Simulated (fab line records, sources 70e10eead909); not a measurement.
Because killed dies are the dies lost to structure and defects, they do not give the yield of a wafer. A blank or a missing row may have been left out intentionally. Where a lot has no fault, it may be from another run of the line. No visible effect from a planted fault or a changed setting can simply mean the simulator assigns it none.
Which tool is to blame?	flow nand_harc	Sampling: 24 lots, 72 wafers, 6 of 1302 route steps

== WHAT THE GAUGES READ, wafer by wafer ==
The record holds no reading of a measuring or inspecting step that can be judged against a usual standard deviation.

== WHAT TOOL EACH LOT RAN ON (gives the tool, then ch and the chambers of the sampled wafers, and finally the start) ==
lot	NHARC_A_CHANNEL_FILL_D2_CMP_10	NHARC_A_STAIRCASE_TRIM_18	NHARC_A_STAIRCASE_ETCH_19	NHARC_A_STAIRCASE_TRIM_24	NHARC_A_STAIRCASE_ETCH_25	NHARC_A_STAIRCASE_TRIM_198
L074	cmp-02 ch 0,2,3, day 15 06:05	rie_diel-02 ch 0,3, no start	rie_diel-02 ch 0,3, no start	rie_diel-02 ch 0,3, no start	rie_diel-02 ch 3, no start	rie_diel-11 ch 1,2, no start
L076	cmp-02 ch 0,3, day 16 06:25	rie_diel-04 ch 0,2,3, no start	rie_diel-04 ch 1,2, no start	rie_diel-04 ch 2,3, no start	rie_diel-04 ch 0,2,3, no start	rie_diel-04 ch 1,2,3, no start
L075	cmp-01 ch 0,1,3, day 16 06:25	rie_diel-04 ch 0,2,3, no start	rie_diel-04 ch 0,1,2, no start	rie_diel-04 ch 0,1,3, no start	rie_diel-04 ch 1,2,3, no start	rie_diel-02 ch 0,1,3, no start
L077	cmp-03 ch 2,3, day 16 06:25	rie_diel-11 ch 1,2,3, no start	rie_diel-11 ch 0,1,3, no start	rie_diel-02 ch 0,1,2, no start	rie_diel-02 ch 0,3, no start	rie_diel-11 ch 1,2,3, no start
L078	cmp-01 ch 0,2, day 17 04:16	rie_diel-02 ch 0,2,3, no start	rie_diel-02 ch 0,1, no start	rie_diel-02 ch 1,2,3, no start	rie_diel-02 ch 2,3, no start	rie_diel-04 ch 2,3, no start
L079	cmp-01 ch 1,2, day 17 10:01	rie_diel-04 ch 1,3, no start	rie_diel-04 ch 1,3, no start	rie_diel-11 ch 0,1,3, no start	rie_diel-11 ch 0,1,3, no start	rie_diel-02 ch 0,1, no start
L080	cmp-03 ch 2,3, day 18 04:20	rie_diel-02 ch 1,2, no start	rie_diel-02 ch 0,1,2, no start	rie_diel-11 ch 2,3, no start	rie_diel-11 ch 0,1,3, no start	rie_diel-04 ch 1,2, no start
L081	cmp-01 ch 1,2,3, day 18 04:22	rie_diel-02 ch 1,2, no start	rie_diel-02 ch 2,3, no start	rie_diel-02 ch 1,2,3, no start	rie_diel-02 ch 0,1,3, no start	rie_diel-04 ch 0,3, no start
L082	cmp-01 ch 1,2,3, day 18 19:30	rie_diel-04 ch 0,1,3, no start	rie_diel-04 ch 1,3, no start	rie_diel-11 ch 1,2,3, no start	rie_diel-11 ch 0,2,3, no start	rie_diel-04 ch 1,2,3, no start
L084	cmp-02 ch 0,1, day 19 15:53	rie_diel-04 ch 1,3, no start	rie_diel-04 ch 1,2, no start	rie_diel-04 ch 2,3, no start	rie_diel-04 ch 1,2,3, no start	rie_diel-02 ch 0,1, no start
L083	cmp-01 ch 0,1, day 19 19:54	rie_diel-04 ch 1,2,3, no start	rie_diel-04 ch 1,2, no start	rie_diel-04 ch 0,2, no start	rie_diel-04 ch 0,2,3, no start	rie_diel-02 ch 1,2, no start
L085	cmp-02 ch 0,1, day 20 06:35	rie_diel-02 ch 2,3, no start	rie_diel-02 ch 0,2,3, no start	rie_diel-02 ch 2,3, no start	rie_diel-02 ch 0,3, no start	rie_diel-04 ch 0,2, no start
L086	cmp-02 ch 1,2, day 20 10:09	rie_diel-02 ch 1,3, no start	rie_diel-02 ch 1,2,3, no start	rie_diel-02 ch 0,3, no start	rie_diel-02 ch 0,1,3, no start	rie_diel-11 ch 2,3, no start
L087	cmp-02 ch 1,3, day 20 17:05	rie_diel-11 ch 0,1, no start	rie_diel-11 ch 0,2,3, no start	rie_diel-02 ch 0,3, no start	rie_diel-02 ch 0,3, no start	rie_diel-02 ch 2,3, no start
L088	cmp-02 ch 0,1,3, day 21 10:20	rie_diel-04 ch 1,2, no start	rie_diel-04 ch 2,3, no start	rie_diel-11 ch 1,3, no start	rie_diel-11 ch 0,1,2, no start	rie_diel-11 ch 0,1, no start
L089	cmp-03 ch 0,1,2, day 21 10:20	rie_diel-02 ch 1,2,3, no start	rie_diel-02 ch 0,2,3, no start	rie_diel-02 ch 0,2,3, no start	rie_diel-02 ch 0,1,2, no start	rie_diel-04 ch 1,2,3, no start
L091	cmp-01 ch 0,1,2, day 22 04:34	rie_diel-11 ch 1,2,3, no start	rie_diel-11 ch 0,1,2, no start	rie_diel-02 ch 1,2,3, no start	rie_diel-02 ch 0,1,3, no start	rie_diel-02 ch 0,1,2, no start
L090	cmp-02 ch 0,3, day 22 04:36	rie_diel-02 ch 2,3, no start	rie_diel-02 ch 0,2,3, no start	rie_diel-11 ch 1,2,3, no start	rie_diel-11 ch 0,1,2, no start	rie_diel-02 ch 0,1, no start
L093	cmp-01 ch 0,3, day 23 06:49	rie_diel-11 ch 0,2,3, no start	rie_diel-11 ch 1,2,3, no start	rie_diel-04 ch 2,3, no start	rie_diel-04 ch 2,3, no start	rie_diel-04 ch 0,1,3, no start
L092	cmp-02 ch 0,1,2, day 23 06:52	rie_diel-11 ch 0,1,2, no start	rie_diel-11 ch 0,2,3, no start	rie_diel-02 ch 0,1,2, no start	rie_diel-02 ch 1,3, no start	rie_diel-02 ch 0,1, no start
L095	cmp-01 ch 0,2,3, day 23 20:53	rie_diel-02 ch 0,1,3, no start	rie_diel-02 ch 0,2,3, no start	rie_diel-04 ch 0,2,3, no start	rie_diel-04 ch 0,1,3, no start	rie_diel-02 ch 0,1,2, no start
L094	cmp-02 ch 0,2,3, day 24 17:56	rie_diel-11 ch 0,1,3, no start	rie_diel-11 ch 1,2,3, no start	rie_diel-04 ch 0,1,2, no start	rie_diel-04 ch 0,1, no start	rie_diel-04 ch 2,3, no start
L096	cmp-01 ch 0,1, day 25 06:04	rie_diel-02 ch 0,1,3, no start	rie_diel-02 ch 0,1, no start	rie_diel-04 ch 0,1, no start	rie_diel-04 ch 1,2, no start	rie_diel-04 ch 1,2,3, no start
L097	cmp-02 ch 0,1,2, day 25 09:45	rie_diel-02 ch 0,1, no start	rie_diel-02 ch 1,2,3, no start	rie_diel-02 ch 0,1,2, no start	rie_diel-02 ch 1,2, no start	rie_diel-02 ch 2,3, no start
- NHARC_A_CHANNEL_FILL_D2_CMP_10: polishes, target thk 150 nm.
- NHARC_A_STAIRCASE_TRIM_18: chemistry O2, time 211.2 s.
- NHARC_A_STAIRCASE_ETCH_19: etches the open film in C4F8/O2, target depth 100 nm, time 40.5 s.
- NHARC_A_STAIRCASE_TRIM_24: chemistry O2, time 211.2 s.
- NHARC_A_STAIRCASE_ETCH_25: etches the open film in C4F8/O2, target depth 100 nm, time 40.5 s.
- NHARC_A_STAIRCASE_TRIM_198: chemistry O2, time 211.2 s.

== WHAT THE TOOLS THEMSELVES READ (means of the sampled wafers that have a number; where no wafer has one, the mark that the record gives instead) ==
NHARC_A_CHANNEL_FILL_D2_CMP_10. Usual: motor_current_A 11.8 A, standard deviation 1.5; slurry_filter_dp_kPa 13.51 kPa, standard deviation 0.14; time_to_endpoint_s 15.7 s, standard deviation 1.7.
lot	tool	motor_current_A (A)	slurry_filter_dp_kPa (kPa)	time_to_endpoint_s (s)	flag
L074	cmp-02	11.4	13.60	15.9	
L076	cmp-02	11.1	13.56	16.8	
L075	cmp-01	13.1	13.52	14.6	
L077	cmp-03	10.6	13.29	14.9	
L078	cmp-01	13.7	13.56	16.5	
L079	cmp-01	12.3	13.51	16.1	
L080	cmp-03	10.9	13.69	15.6	
L081	cmp-01	12.8	13.57	16.8	
L082	cmp-01	12.6	13.40	15.2	
L084	cmp-02	10.6	13.50	17.5	
L083	cmp-01	12.2	13.50	14.7	
L085	cmp-02	10.8	13.63	13.0	
L086	cmp-02	11.0	13.62	15.7	
L087	cmp-02	9.8	13.39	16.1	
L088	cmp-02	11.2	13.59	14.9	
L089	cmp-03	11.3	13.49	15.2	
L091	cmp-01	13.0	13.62	17.5	
L090	cmp-02	11.0	13.56	15.9	
L093	cmp-01	13.9	13.42	16.3	
L092	cmp-02	11.5	13.55	16.1	
L095	cmp-01	13.3	13.56	17.7	
L094	cmp-02	11.6	13.50	16.4	
L096	cmp-01	12.7	13.57	14.5	
L097	cmp-02	11.4	13.53	15.2	

NHARC_A_STAIRCASE_TRIM_18. Usual: drypump_motor_current_A 5.61 A, standard deviation 0.3; oes_product_au 1.002 a.u., standard deviation 0.0072; rf_vpp_V 57.7 V, standard deviation 0.93; showerhead_plenum_p_Torr 3.52 Torr, standard deviation 0.15; throttle_valve_pct 17.036 %, standard deviation 0.0095.
lot	tool	drypump_motor_current_A (A)	oes_product_au (a.u.)	rf_vpp_V (V)	showerhead_plenum_p_Torr (Torr)	throttle_valve_pct (%)	flag
L074	rie_diel-02	5.51	0.999	57.1	3.42	17.034	
L076	rie_diel-04	5.51	1.008	58.6	3.58	17.036	
L075	rie_diel-04	5.50	1.007	58.0	3.58	17.035	
L077	rie_diel-11	5.76	1.013	57.6	3.46	17.040	
L078	rie_diel-02	5.63	0.998	58.2	3.45	17.033	
L079	rie_diel-04	5.49	1.002	57.8	3.58	17.035	
L080	rie_diel-02	5.94	1.003	57.6	3.53	17.039	
L081	rie_diel-02	5.86	1.005	57.8	3.64	17.034	
L082	rie_diel-04	5.44	1.006	57.4	3.58	17.033	
L084	rie_diel-04	5.22	0.999	56.9	3.51	17.039	
L083	rie_diel-04	5.55	1.003	57.1	3.56	17.043	
L085	rie_diel-02	5.50	1.000	58.7	3.53	17.036	
L086	rie_diel-02	5.41	0.994	58.7	3.64	17.038	
L087	rie_diel-11	5.62	1.000	57.1	3.37	17.037	
L088	rie_diel-04	5.88	0.993	56.9	3.59	17.031	
L089	rie_diel-02	5.67	0.997	57.7	3.57	17.035	
L091	rie_diel-11	5.76	0.997	57.9	3.61	17.035	
L090	rie_diel-02	5.77	1.000	58.5	3.46	17.029	
L093	rie_diel-11	5.63	1.006	57.8	3.57	17.051	
L092	rie_diel-11	5.63	1.004	57.9	3.49	17.038	
L095	rie_diel-02	5.55	1.000	57.4	3.53	17.035	
L094	rie_diel-11	5.61	1.010	57.8	3.43	17.039	
L096	rie_diel-02	5.57	1.004	57.3	3.53	17.035	
L097	rie_diel-02	5.73	1.002	58.9	3.58	17.039	

NHARC_A_STAIRCASE_ETCH_19. Usual: oes_product_au 0.943 a.u., standard deviation 0.01; rf_vpp_V 896 V, standard deviation 5.7.
lot	tool	oes_product_au (a.u.)	rf_vpp_V (V)	flag
L074	rie_diel-02	0.937	892	
L076	rie_diel-04	0.944	900	
L075	rie_diel-04	0.942	899	
L077	rie_diel-11	0.955	894	
L078	rie_diel-02	0.949	892	
L079	rie_diel-04	0.945	896	
L080	rie_diel-02	0.932	895	
L081	rie_diel-02	0.945	896	
L082	rie_diel-04	0.942	898	
L084	rie_diel-04	0.952	898	
L083	rie_diel-04	0.939	899	
L085	rie_diel-02	0.938	893	
L086	rie_diel-02	0.941	898	
L087	rie_diel-11	0.957	896	
L088	rie_diel-04	0.939	896	
L089	rie_diel-02	0.937	892	
L091	rie_diel-11	0.949	894	
L090	rie_diel-02	0.936	892	
L093	rie_diel-11	0.951	899	
L092	rie_diel-11	0.938	897	
L095	rie_diel-02	0.940	893	
L094	rie_diel-11	0.952	897	
L096	rie_diel-02	0.934	898	
L097	rie_diel-02	0.934	897	

NHARC_A_STAIRCASE_TRIM_24. Usual: drypump_motor_current_A 5.6 A, standard deviation 0.3; oes_product_au 1.002 a.u., standard deviation 0.0077; rf_vpp_V 57.7 V, standard deviation 0.95; showerhead_plenum_p_Torr 3.52 Torr, standard deviation 0.15; throttle_valve_pct 17.037 %, standard deviation 0.0089.
lot	tool	drypump_motor_current_A (A)	oes_product_au (a.u.)	rf_vpp_V (V)	showerhead_plenum_p_Torr (Torr)	throttle_valve_pct (%)	flag
L074	rie_diel-02	5.5	0.997	58.8	3.42	17.038	
L076	rie_diel-04	5.3	1.011	58.1	3.52	17.045	
L075	rie_diel-04	5.4	1.009	57.6	3.59	17.035	
L077	rie_diel-02	5.8	1.008	57.6	3.50	17.037	
L078	rie_diel-02	5.7	1.004	58.0	3.59	17.032	
L079	rie_diel-11	5.6	1.011	57.6	3.46	17.033	
L080	rie_diel-11	5.8	1.002	57.0	3.40	17.045	
L081	rie_diel-02	5.7	0.993	57.6	3.59	17.033	
L082	rie_diel-11	5.8	1.008	56.6	3.44	17.034	
L084	rie_diel-04	5.3	0.996	57.7	3.50	17.035	
L083	rie_diel-04	5.7	1.001	57.5	3.62	17.037	
L085	rie_diel-02	5.7	0.999	58.0	3.47	17.041	
L086	rie_diel-02	5.5	0.999	57.8	3.40	17.033	
L087	rie_diel-02	5.3	0.996	57.0	3.49	17.033	
L088	rie_diel-11	5.7	1.009	57.0	3.56	17.036	
L089	rie_diel-02	5.6	1.003	57.2	3.43	17.036	
L091	rie_diel-02	5.7	0.992	58.2	3.57	17.036	
L090	rie_diel-11	5.8	1.008	58.1	3.61	17.046	
L093	rie_diel-04	5.3	1.006	58.3	3.49	17.041	
L092	rie_diel-02	5.8	1.000	57.1	3.47	17.043	
L095	rie_diel-04	5.5	1.009	57.7	3.54	17.043	
L094	rie_diel-04	5.8	1.001	58.3	3.59	17.043	
L096	rie_diel-04	5.6	1.008	58.0	3.61	17.035	
L097	rie_diel-02	5.8	1.006	57.2	3.47	17.034	

NHARC_A_STAIRCASE_ETCH_25. Usual: oes_product_au 0.945 a.u., standard deviation 0.011; rf_vpp_V 895 V, standard deviation 5.5.
lot	tool	oes_product_au (a.u.)	rf_vpp_V (V)	flag
L074	rie_diel-02	0.919	900	
L076	rie_diel-04	0.941	898	
L075	rie_diel-04	0.934	898	
L077	rie_diel-02	0.954	891	
L078	rie_diel-02	0.952	896	
L079	rie_diel-11	0.946	894	
L080	rie_diel-11	0.949	893	
L081	rie_diel-02	0.941	896	
L082	rie_diel-11	0.945	890	
L084	rie_diel-04	0.942	897	
L083	rie_diel-04	0.942	898	
L085	rie_diel-02	0.939	895	
L086	rie_diel-02	0.944	897	
L087	rie_diel-02	0.937	894	
L088	rie_diel-11	0.944	895	
L089	rie_diel-02	0.947	895	
L091	rie_diel-02	0.951	896	
L090	rie_diel-11	0.952	895	
L093	rie_diel-04	0.955	895	
L092	rie_diel-02	0.947	901	
L095	rie_diel-04	0.944	897	
L094	rie_diel-04	0.949	899	
L096	rie_diel-04	0.949	897	
L097	rie_diel-02	0.951	899	

NHARC_A_STAIRCASE_TRIM_198. Usual: drypump_motor_current_A 5.6 A, standard deviation 0.31; oes_product_au 1.001 a.u., standard deviation 0.0078; rf_vpp_V 57.8 V, standard deviation 0.92; showerhead_plenum_p_Torr 3.53 Torr, standard deviation 0.14; throttle_valve_pct 17.037 %, standard deviation 0.0092.
lot	tool	drypump_motor_current_A (A)	oes_product_au (a.u.)	rf_vpp_V (V)	showerhead_plenum_p_Torr (Torr)	throttle_valve_pct (%)	flag
L074	rie_diel-11	5.8	1.015	57.5	3.37	17.036	
L076	rie_diel-04	5.5	0.998	57.6	3.57	17.035	
L075	rie_diel-02	5.5	0.999	58.6	3.56	17.033	
L077	rie_diel-11	5.8	1.000	57.6	3.46	17.040	
L078	rie_diel-04	5.3	1.003	57.6	3.51	17.030	
L079	rie_diel-02	5.7	1.000	57.9	3.46	17.034	
L080	rie_diel-04	5.9	0.995	57.7	3.61	17.034	
L081	rie_diel-04	5.4	1.007	58.0	3.59	17.032	
L082	rie_diel-04	5.6	1.007	58.3	3.56	17.037	
L084	rie_diel-02	5.7	1.001	57.6	3.45	17.040	
L083	rie_diel-02	5.9	0.998	57.6	3.52	17.041	
L085	rie_diel-04	5.8	0.995	58.0	3.61	17.038	
L086	rie_diel-11	5.8	1.003	57.4	3.75	17.049	
L087	rie_diel-02	5.5	0.987	57.5	3.53	17.047	
L088	rie_diel-11	5.6	1.002	57.4	3.37	17.041	
L089	rie_diel-04	5.6	1.003	57.5	3.55	17.027	
L091	rie_diel-02	5.8	1.001	57.6	3.48	17.026	
L090	rie_diel-02	5.7	1.004	58.1	3.59	17.039	
L093	rie_diel-04	5.4	1.009	57.5	3.56	17.037	
L092	rie_diel-02	5.7	1.012	57.5	3.43	17.030	
L095	rie_diel-02	5.8	0.998	57.8	3.47	17.025	
L094	rie_diel-04	5.6	0.996	57.8	3.53	17.032	
L096	rie_diel-04	5.5	1.000	58.7	3.53	17.043	
L097	rie_diel-02	5.7	1.002	57.8	3.45	17.033	

== THE ANSWER, worked out from the rows above alone ==
Rule: a lot counts as off when the mean over its wafers that have a number is more than 3 standard deviations away from the usual mean. Also off: a lot with no number at a reading for which 4 or more lots have one. Where the step has rows for the other lots, those lots are counted as sound. After the gauges, taken in route order, come the tools' own readings; for these a lot's mean is taken, as printed above. The first step at which some lot is off is used, and at that step the reading that is off furthest; a lot without a number counts as furthest.
No lot is off at any reading shown: from this, nothing can be told.

== WHAT WAS PUT IN BY THE SIMULATOR ==
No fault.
